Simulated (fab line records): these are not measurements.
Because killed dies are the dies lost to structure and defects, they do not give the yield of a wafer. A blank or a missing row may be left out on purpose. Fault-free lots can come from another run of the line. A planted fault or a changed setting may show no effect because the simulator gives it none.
fab line records + flow nand-harc
record
- lots=6
- wafers=16
- last-day=32
route steps=1302 shown A_CONTACT@1090 END@1302
lots that met no fault: from a run of the same line without faults
start-h: start of the lot's first displayed wafer, in hours after the record's first day + wait-h: hours from the lot's prior step to this one + " same as the row above + L1.1+2: a single row standing in for several wafers + - no value present, or no start provided + * or withheld: withheld + < > ~ a bound
route shown NAME@n: a module of which the file shows steps, and the number in the route of the first + usual: mean and standard deviation over wafers with no fault + same: alike in all rows + chamber/n: place in a boat + sites: the reading at each site + _std_site: standard deviation of those values + _edge_site: outer sites' mean less inner sites' + radius-mm: how far each site lies from the wafer's centre + mask NAME#n: copy n + behind: the tool/chamber that last shaped the wafer + hold: cause of the lot's hold/its duration in hours/its outcome + device: transistor that didn't switch, given as n, p or np + end of line: tests run on the same wafers once the route is complete + a step given without rows: its recipe and nothing more + killed: at the first sort, the dies lost to defects and structure; wafer yield is something else + map: shows each die of a wafer: x if killed, . if not, _ if none is there
set.NAME: setting as actually run; set.NAME@STEP: the setting as run at that earlier step + model.NAME: the simulator's own value behind a step, which no gauge read
lots at some steps of the route; a table a step, a row a wafer
services: from which hour (start-h, from the record's first day; less than 0 if before it) a tool's chamber was out of use, for how many hours, and why
## steps
# step NHARC_A_CONTACT_ETCH_138
# recipe
- source-w=withheld
- pressure-mtorr=20
- bias-v=1200
- time-s=311
- target-depth-a=19140
- ar-flow-sccm=withheld
- c4f8-flow-sccm=withheld
- o2-flow-sccm=withheld
- chemistry=C4F8/O2/Ar
# step NHARC_A_CONTACT_ETCH_139
# recipe
- source-w=withheld
- pressure-mtorr=20
- bias-v=400
- time-s=195
- target-depth-a=8400
- ar-flow-sccm=withheld
- c4f8-flow-sccm=11.5
- o2-flow-sccm=7.2
- chemistry=C4F8/O2/Ar
| lot.wafer | tool            | chamber | start-h | wait-h | rf-hours-counter-h |
|-----------|-----------------|---------|---------|--------|--------------------|
| L660.1    | har-cap-etch-03 | 1       | 511.66  | 0.2    | 47                 |
| L660.2    | "               | 0       | "       | "      | 47                 |
| L660.5    | "               | 0       | "       | "      | -                  |
| L665.3    | har-cap-etch-02 | 0       | 555.43  | 0.2    | -                  |
| L665.5    | "               | 1       | "       | "      | -                  |
| L668.3    | har-cap-etch-01 | 1       | 599.99  | 0.2    | -                  |
| L668.4    | "               | 0       | "       | "      | -                  |
| L676.2    | har-cap-etch-03 | 0       | 685.13  | 0.2    | 77                 |
| L676.3    | "               | 1       | "       | "      | -                  |
| L676.4    | "               | 0       | "       | "      | -                  |
| L679.3    | har-cap-etch-01 | 0       | 696.82  | 0.2    | -                  |
| L679.5    | "               | 1       | "       | "      | -                  |
| L679.6    | "               | 0       | "       | "      | -                  |
| L680.1    | har-cap-etch-03 | 1       | 705.28  | 0.2    | 81                 |
| L680.4    | "               | 1       | "       | "      | -                  |
| L680.3    | "               | 0       | "       | "      | -                  |
# step NHARC_A_CONTACT_ETCH_92
# recipe
- target-depth-a=400
- over-etch-frac=0.5
- time-s=85.7
- ion-energy-ev=120
- ch3f-flow-sccm=50
- o2-flow-sccm=30
- ar-flow-sccm=200
- rf-w=500
- bias-w=100
- chemistry=CH3F/O2
# usual
- drypump-motor-current-A=5.6/0.31
- oes-product-au=0.95/0.033
- rf-vpp-V=245.3/1.5
- showerhead-plenum-p-Torr=2.53/0.092
- throttle-valve-pct=20.663/0.009
| lot.wafer | tool        | chamber | start-h | wait-h | drypump-motor-current-A | oes-product-au | rf-hours-counter-h | rf-vpp-V | showerhead-plenum-p-Torr | throttle-valve-pct |
|-----------|-------------|---------|---------|--------|-------------------------|----------------|--------------------|----------|--------------------------|--------------------|
| L660.1    | rie-diel-12 | 2       | 512.23  | 0.5    | 5.8                     | 0.96           | 10                 | 246.3    | 2.60                     | 20.669             |
| L660.2    | "           | 0       | "       | "      | 5.6                     | 0.93           | 12                 | 248.6    | 2.66                     | 20.661             |
| L660.5    | "           | 1       | "       | "      | 6.1                     | 0.96           | -                  | 244.2    | 2.49                     | 20.669             |
| L665.3    | rie-diel-03 | 3       | 555.92  | 0.5    | 5.6                     | 1.01           | 33                 | 246.5    | 2.62                     | 20.656             |
| L665.5    | "           | 2       | "       | "      | 4.8                     | 1.00           | -                  | 243.2    | 2.39                     | 20.668             |
| L668.3    | rie-diel-12 | 0       | 600.48  | 0.4    | 5.6                     | 0.92           | 29                 | 247.8    | 2.65                     | 20.658             |
| L668.4    | "           | 1       | "       | "      | 6.0                     | 0.92           | 26                 | 245.4    | 2.48                     | 20.676             |
| L676.3    | rie-diel-12 | 2       | 685.66  | 0.4    | 5.8                     | 0.94           | 7                  | 245.7    | 2.59                     | 20.676             |
| L676.2    | "           | 1       | "       | "      | 6.0                     | 0.93           | 8                  | 243.5    | 2.48                     | 20.637             |
| L676.4    | "           | 1       | "       | "      | 6.0                     | 0.92           | -                  | 244.7    | 2.48                     | 20.655             |
| L679.3    | rie-diel-12 | 2       | 697.24  | 0.4    | 5.8                     | 0.94           | 10                 | 245.4    | 2.58                     | 20.659             |
| L679.5    | "           | 2       | "       | "      | 5.8                     | 0.95           | -                  | 246.4    | 2.58                     | 20.670             |
| L679.6    | "           | 3       | "       | "      | 5.4                     | 0.93           | -                  | 246.3    | 2.56                     | 20.655             |
| L680.4    | rie-diel-08 | 3       | 705.84  | 0.4    | 5.0                     | 0.93           | 52                 | 243.9    | 2.46                     | 20.639             |
| L680.3    | "           | 0       | "       | "      | 5.6                     | 0.93           | 49                 | 244.3    | 2.46                     | 20.658             |
| L680.1    | "           | 2       | "       | "      | 5.7                     | 0.93           | 51                 | 243.7    | 2.30                     | 20.661             |
# step NHARC_A_CONTACT_ETCH_98
# recipe
- target-depth-a=200
- over-etch-frac=0.5
- time-s=10
- ion-energy-ev=250
- c4f6-flow-sccm=25
- o2-flow-sccm=20
- ar-flow-sccm=500
- rf-w=600
- bias-w=500
- chemistry=C4F6/O2
# usual
- c4f6-flow-sccm=24.99/0.074
- drypump-motor-current-A=5.6/0.31
- oes-product-au=0.965/0.026
- rf-vpp-V=549.2/2.7
- showerhead-plenum-p-Torr=4.04/0.14
- throttle-valve-pct=26.903/0.0087
| lot.wafer | tool        | chamber | start-h | wait-h | c4f6-flow-sccm | drypump-motor-current-A | oes-product-au | rf-hours-counter-h | rf-vpp-V | showerhead-plenum-p-Torr | throttle-valve-pct |
|-----------|-------------|---------|---------|--------|----------------|-------------------------|----------------|--------------------|----------|--------------------------|--------------------|
| L660.2    | rie-diel-12 | 1       | -       | -      | 24.92          | 6.1                     | 0.976          | 12                 | 546.5    | 3.97                     | 26.905             |
| L660.1    | "           | 3       | "       | "      | 24.93          | 5.4                     | 0.944          | 10                 | 551.5    | 4.10                     | 26.907             |
| L660.5    | "           | 2       | "       | "      | 25.02          | 5.9                     | 0.968          | -                  | 550.9    | 4.13                     | 26.904             |
| L665.3    | rie-diel-03 | 3       | 556.08  | 0.1    | 24.89          | 5.7                     | 1.009          | 33                 | 551.2    | 4.17                     | 26.880             |
| L665.5    | "           | 0       | "       | "      | 25.11          | 5.3                     | 1.015          | -                  | 543.9    | 3.80                     | 26.893             |
| L668.4    | rie-diel-12 | 3       | -       | -      | 25.09          | 5.4                     | 0.940          | 25                 | 550.3    | 4.09                     | 26.915             |
| L668.3    | "           | 1       | "       | "      | 24.97          | 6.0                     | 0.934          | 26                 | 548.5    | 3.96                     | 26.907             |
| L676.2    | rie-diel-12 | 2       | 685.85  | 0.1    | 25.07          | 5.8                     | 0.968          | 7                  | 552.6    | 4.11                     | 26.907             |
| L676.3    | "           | 1       | "       | "      | 25.05          | 6.0                     | 0.958          | 8                  | 547.8    | 3.95                     | 26.910             |
| L676.4    | "           | 2       | "       | "      | 25.13          | 5.8                     | 0.978          | -                  | 550.6    | 4.11                     | 26.893             |
| L679.3    | rie-diel-12 | 2       | -       | -      | 24.99          | 5.8                     | 0.970          | 10                 | 551.0    | 4.11                     | 26.903             |
| L679.6    | "           | 3       | "       | "      | 24.98          | 5.4                     | 0.951          | -                  | 548.9    | 4.08                     | 26.920             |
| L679.5    | "           | 0       | "       | "      | 24.94          | 5.6                     | 0.944          | -                  | 552.2    | 4.20                     | 26.899             |
| L680.4    | rie-diel-08 | 2       | -       | -      | 24.99          | 5.7                     | 0.942          | 51                 | 541.6    | 3.69                     | 26.903             |
| L680.1    | "           | 3       | "       | "      | 24.91          | 5.0                     | 0.951          | 52                 | 547.6    | 3.93                     | 26.902             |
| L680.3    | "           | 0       | "       | "      | 24.96          | 5.6                     | 0.957          | 49                 | 546.5    | 3.93                     | 26.896             |
# step NHARC_A_CONTACT_CD_MEAS_15
# usual
- cd-nm=189.9/0.62
| lot.wafer | tool      | chamber | start-h | wait-h | cd-nm |
|-----------|-----------|---------|---------|--------|-------|
| L660.1    | cd-sem-02 | -       | 512.44  | -      | 188.7 |
| L660.2    | "         | -       | "       | "      | 190.5 |
| L660.5    | "         | -       | "       | "      | 189.6 |
| L665.3    | cd-sem-02 | -       | 556.16  | -      | 189.7 |
| L665.5    | "         | -       | "       | "      | 189.5 |
| L668.3    | cd-sem-03 | -       | 600.68  | -      | 190.1 |
| L668.4    | "         | -       | "       | "      | 189.9 |
| L676.2    | cd-sem-02 | -       | 685.94  | -      | 190.1 |
| L676.3    | "         | -       | "       | "      | 190.2 |
| L676.4    | "         | -       | "       | "      | 190.1 |
| L679.3    | cd-sem-02 | -       | 697.46  | -      | 189.8 |
| L679.5    | "         | -       | "       | "      | 189.8 |
| L679.6    | "         | -       | "       | "      | 189.3 |
| L680.1    | cd-sem-02 | -       | 706.06  | -      | 190.5 |
| L680.3    | "         | -       | "       | "      | 190.3 |
| L680.4    | "         | -       | "       | "      | 191.0 |
# step NHARC_A_CONTACT_STRIP_107
# recipe
- n2-flow-sccm=150
- h2-flow-sccm=150
- ar-flow-sccm=0
- bias-w=0
- chemistry=N2/H2
# step NHARC_A_CONTACT_STRIP_108
# recipe
- cf4-flow-sccm=100
- chf3-flow-sccm=30
- ar-flow-sccm=0
- bias-w=0
- chemistry=CF4/CHF3
# step NHARC_A_CONTACT_STRIP_109
# recipe
- o2-flow-sccm=400
- cos-flow-sccm=20
- ar-flow-sccm=0
- bias-w=0
- chemistry=O2/COS
# step NHARC_A_CONTACT_ETCH_110
# recipe
- target-depth-a=600
- overetch-a=60
- time-s=33
- ion-energy-ev=100
- cf4-flow-sccm=80
- o2-flow-sccm=20
- ar-flow-sccm=0
- rf-w=300
- bias-w=100
- chemistry=CF4/O2
# usual
- drypump-motor-current-A=5.6/0.36
- oes-product-au=1.003/0.0098
- rf-vpp-V=198.3/1.5
- showerhead-plenum-p-Torr=1.35/0.059
- throttle-valve-pct=13.398/0.011
| lot.wafer | tool        | chamber | start-h | wait-h | drypump-motor-current-A | oes-product-au | rf-hours-counter-h | rf-vpp-V | showerhead-plenum-p-Torr | throttle-valve-pct |
|-----------|-------------|---------|---------|--------|-------------------------|----------------|--------------------|----------|--------------------------|--------------------|
| L660.2    | rie-diel-03 | 3       | 512.77  | 0.1    | 5.6                     | 1.002          | 15                 | 200.6    | 1.43                     | 13.383             |
| L660.1    | "           | 1       | "       | "      | 6.1                     | 0.990          | 17                 | 197.3    | 1.31                     | 13.396             |
| L660.5    | "           | 3       | "       | "      | 5.7                     | 0.996          | -                  | 200.0    | 1.43                     | 13.418             |
| L665.3    | rie-diel-03 | 0       | 556.48  | 0.1    | 5.3                     | 1.027          | 28                 | 196.1    | 1.29                     | 13.402             |
| L665.5    | "           | 3       | "       | "      | 5.6                     | 1.015          | -                  | 200.3    | 1.43                     | 13.391             |
| L668.4    | rie-diel-12 | 2       | 601.46  | 0.1    | 5.8                     | 1.001          | 24                 | 199.2    | 1.41                     | 13.406             |
| L668.3    | "           | 1       | "       | "      | 6.0                     | 0.996          | 26                 | 197.2    | 1.35                     | 13.415             |
| L676.3    | rie-diel-03 | 3       | 686.34  | 0.1    | 5.6                     | 1.001          | 10                 | 198.4    | 1.42                     | 13.394             |
| L676.2    | "           | 0       | "       | "      | 5.3                     | 1.014          | 11                 | 196.6    | 1.28                     | 13.411             |
| L676.4    | "           | 2       | "       | "      | 4.8                     | 1.003          | 13                 | 195.9    | 1.29                     | 13.380             |
| L679.3    | rie-diel-08 | 3       | 697.75  | 0.1    | 5.0                     | 0.993          | 50                 | 198.0    | 1.34                     | 13.393             |
| L679.6    | "           | 2       | "       | "      | 5.7                     | 0.994          | -                  | 195.5    | 1.25                     | 13.402             |
| L679.5    | "           | 3       | "       | "      | 5.0                     | 0.989          | -                  | 199.0    | 1.34                     | 13.415             |
| L680.4    | rie-diel-12 | 3       | 706.35  | 0.1    | 5.4                     | 1.006          | 13                 | 200.3    | 1.39                     | 13.393             |
| L680.1    | "           | 0       | "       | "      | 5.6                     | 1.002          | 9                  | 199.5    | 1.44                     | 13.392             |
| L680.3    | "           | 2       | "       | "      | 5.8                     | 1.011          | 12                 | 197.8    | 1.40                     | 13.404             |
# step NHARC_A_CONTACT_STRIP_26
# recipe
- o2-flow-sccm=500
- ar-flow-sccm=0
- bias-w=0
- chemistry=O2
# step NHARC_A_CONTACT_STRIP_27
# recipe
- time-s=600
- temp-c=30
- chemistry=post-etch-residue-remover
# step NHARC_A_CONTACT_ALD_18
# recipe
- target-thk-a=30
- pulse-time-s=1
- ald-cycles=150
- temp-c=450
- material=TiN
# usual
- heater-power-w=1100/94
- precursor-pulse-height-rel=1.002/0.021
| lot.wafer | tool         | chamber | start-h | wait-h | heater-power-w | precursor-pulse-height-rel |
|-----------|--------------|---------|---------|--------|----------------|----------------------------|
| L660.1    | ald-metal-01 | 2       | 513.48  | -      | 928            | 0.987                      |
| L660.2    | "            | 3       | "       | "      | 1203           | 1.037                      |
| L660.5    | "            | 2       | "       | "      | 934            | 1.018                      |
| L665.3    | ald-metal-01 | 1       | 557.25  | -      | 1075           | 1.000                      |
| L665.5    | "            | 3       | "       | "      | 1195           | 0.970                      |
| L668.4    | ald-metal-01 | 2       | 602.13  | -      | 926            | 1.053                      |
| L668.3    | "            | 0       | "       | "      | 1091           | 1.022                      |
| L676.3    | ald-metal-01 | 3       | 687.06  | -      | 1171           | 1.026                      |
| L676.2    | "            | 1       | "       | "      | 1121           | 0.982                      |
| L676.4    | "            | 2       | "       | "      | 943            | 1.005                      |
| L679.3    | ald-metal-04 | 0       | 698.43  | -      | 1229           | 1.018                      |
| L679.5    | "            | 2       | "       | "      | 959            | 1.022                      |
| L679.6    | "            | 3       | "       | "      | 1017           | 0.970                      |
| L680.4    | ald-metal-04 | 1       | 707.01  | -      | 1107           | 1.027                      |
| L680.3    | "            | 2       | "       | "      | 1021           | 0.971                      |
| L680.1    | "            | 3       | "       | "      | 1030           | 1.016                      |
# step NHARC_A_CONTACT_CVD_19
# recipe
- target-thk-a=3000
- temp-c=300
- pressure-torr=40
- wf6-flow-sccm=40
- h2-flow-sccm=1600
- ar-flow-sccm=1560
- time-s=802
- material=W
# usual
- heater-power-w=480/28
- throttle-valve-pct=8.0/0.31
| lot.wafer | tool     | chamber | start-h | wait-h | heater-power-w | throttle-valve-pct |
|-----------|----------|---------|---------|--------|----------------|--------------------|
| L660.2    | cvd-w-01 | 0       | 513.68  | -      | 546            | 7.7                |
| L660.1    | "        | 1       | "       | "      | 483            | 8.0                |
| L660.5    | "        | 0       | "       | "      | 529            | 7.4                |
| L665.3    | cvd-w-02 | 1       | 557.71  | -      | 466            | 8.5                |
| L665.5    | "        | 1       | "       | "      | 463            | 8.6                |
| L668.4    | cvd-w-02 | 0       | 602.56  | -      | 464            | 8.3                |
| L668.3    | "        | 1       | "       | "      | 453            | 8.7                |
| L676.2    | cvd-w-01 | 0       | 687.43  | -      | 518            | 7.6                |
| L676.3    | "        | 1       | "       | "      | 496            | 7.6                |
| L676.4    | "        | 0       | "       | "      | 514            | 8.1                |
| L679.3    | cvd-w-02 | 0       | 698.85  | -      | 451            | 8.5                |
| L679.5    | "        | 0       | "       | "      | 457            | 8.6                |
| L679.6    | "        | 1       | "       | "      | 456            | 8.0                |
| L680.1    | cvd-w-02 | 0       | 707.29  | -      | 448            | 8.2                |
| L680.3    | "        | 0       | "       | "      | 448            | 8.1                |
| L680.4    | "        | 1       | "       | "      | 454            | 8.2                |
# step NHARC_A_CONTACT_CMP_20
# recipe
- t-overpolish-s=30
- target-thk-nm=300
# usual
- motor-current-A=11.6/0.79
- overpolish-run-s=30.001/0.0094
- time-to-endpoint-s=60/3.8
# same
- t-overpolish-s=30
| lot.wafer | tool   | chamber | start-h | wait-h | motor-current-A | overpolish-run-s | time-to-endpoint-s |
|-----------|--------|---------|---------|--------|-----------------|------------------|--------------------|
| L660.2    | cmp-01 | 0       | 514.61  | 0.8    | 12.4            | 29.985           | 57                 |
| L660.1    | "      | 2       | "       | "      | 11.8            | 29.996           | 61                 |
| L660.5    | "      | 3       | "       | "      | 11.8            | 30.000           | 53                 |
| L665.3    | cmp-03 | 0       | 558.40  | 0.6    | 12.4            | 30.002           | 91                 |
| L665.5    | "      | 2       | "       | "      | 13.5            | 29.997           | 86                 |
| L668.3    | cmp-03 | 2       | 603.20  | 0.4    | 12.9            | 29.993           | 82                 |
| L668.4    | "      | 3       | "       | "      | 11.4            | 30.022           | 63                 |
| L676.2    | cmp-03 | 3       | 688.19  | 0.6    | 11.9            | 30.002           | 66                 |
| L676.3    | "      | 1       | "       | "      | 11.2            | 30.007           | 63                 |
| L676.4    | "      | 2       | "       | "      | 12.8            | 30.002           | 60                 |
| L679.3    | cmp-01 | 3       | 699.55  | 0.6    | 11.5            | 30.000           | 53                 |
| L679.5    | "      | 1       | "       | "      | 12.0            | 30.005           | 62                 |
| L679.6    | "      | 2       | "       | "      | 11.2            | 30.002           | 64                 |
| L680.4    | cmp-03 | 1       | 708.19  | 0.4    | 10.8            | 29.998           | 63                 |
| L680.1    | "      | 2       | "       | "      | 12.4            | 29.988           | 63                 |
| L680.3    | "      | 0       | "       | "      | 12.4            | 30.004           | 62                 |
# step NHARC_END_SORT_01
# recipe
- temp-c=25
# usual
- killed-at-array=49/18
- killed-at-other=0.7/1.1
- killed-at-periphery=4.0/2.6
- killed-dies=54/19
- killed-open=3.4/1.7
- killed-short=2.5/1.7
# same
- gross-dies=677
| lot.wafer | tool      | chamber | start-h | wait-h | killed-at-array | killed-at-other | killed-at-periphery | killed-dies | killed-open | killed-short |
|-----------|-----------|---------|---------|--------|-----------------|-----------------|---------------------|-------------|-------------|--------------|
| L668.3    | prober-02 | 0       | 651.18  | 3.1    | 76              | 2               | 5                   | 83          | 6           | 7            |
# killed by level:class
L668.3 A_CHANNEL_HOLE_D2:chamber-film-flake=34 A_SLIT:chamber-film-flake=19 A_CHANNEL_HOLE_D1:chamber-film-flake=3 A_STAIRCASE:chamber-film-flake=3 A_M0:chamber-film-flake=3 A_ONON_D1:geometric-particle:short=2 A_ONON_D1:geometric-particle:open=2 A_CONTACT:geometric-particle:short=2
## services
| tool            | chamber | start-h | hours | kind   |
|-----------------|---------|---------|-------|--------|
| ald-metal-01    | -       | 526.00  | 10.0  | pm     |
| cmp-01          | -       | 540.55  | 0.8   | repair |
| rie-diel-08     | 1       | 542.38  | 3.7   | repair |
| rie-diel-08     | -       | 545.21  | 9.0   | pm     |
| cmp-03          | -       | 554.00  | 4.0   | pm     |
| har-cap-etch-03 | -       | 564.55  | 2.6   | repair |
| rie-diel-12     | 1       | 577.49  | 3.9   | repair |
| rie-diel-12     | 3       | 581.30  | 1.6   | repair |
| cvd-w-02        | -       | 583.97  | 0.3   | repair |
| cmp-03          | -       | 595.90  | 1.5   | repair |
| ald-metal-01    | 1       | 611.99  | 24.4  | repair |
| ald-metal-01    | 2       | 613.96  | 9.4   | repair |
| rie-diel-12     | -       | 622.40  | 9.0   | pm     |
| cvd-w-02        | -       | 631.00  | 13.0  | pm     |
| ald-metal-01    | 2       | 632.39  | 2.9   | repair |
| rie-diel-03     | -       | 635.56  | 9.0   | pm     |
| rie-diel-08     | 1       | 648.37  | 9.1   | repair |
| rie-diel-08     | -       | 650.22  | 0.5   | repair |
| cmp-03          | -       | 652.00  | 4.0   | pm     |
| rie-diel-08     | -       | 666.91  | 0.3   | repair |
| rie-diel-12     | 0       | 673.93  | 16.8  | repair |
| rie-diel-03     | 3       | 678.19  | 6.5   | repair |
| ald-metal-01    | 0       | 679.17  | 22.8  | repair |
| ald-metal-01    | -       | 704.00  | 10.0  | pm     |
## key
first-sign
- step=NHARC_A_CONTACT_CMP_20
- reading=time-to-endpoint-s
- direction=up
- sigmas=7
- usual=*
- struck=*
effect none on later readings
met-at NHARC_A_CONTACT_CVD_19
struck-wafers L665.3,L665.5,L668.3
tester-left-out L665,L668
fault
- kind=process-parameter-drift
- tool=cvd-w-02
- chamber=-
- onset-h=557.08
- steps=NHARC_A_CONTACT_CVD_19
- channel=target-thk-a
- offset=*
- shape=step
- end-h=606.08
- scope=struck-wafers-only
- acts-in=*
- stated=*
# tester-left-out: of these lots the tester's yield and bins aren't shown, on N5 and GAA mostly nor the transistor test; their killed dies are dies lost to structure and defects alone, not to doping, threshold or leakage, so they don't give the yield
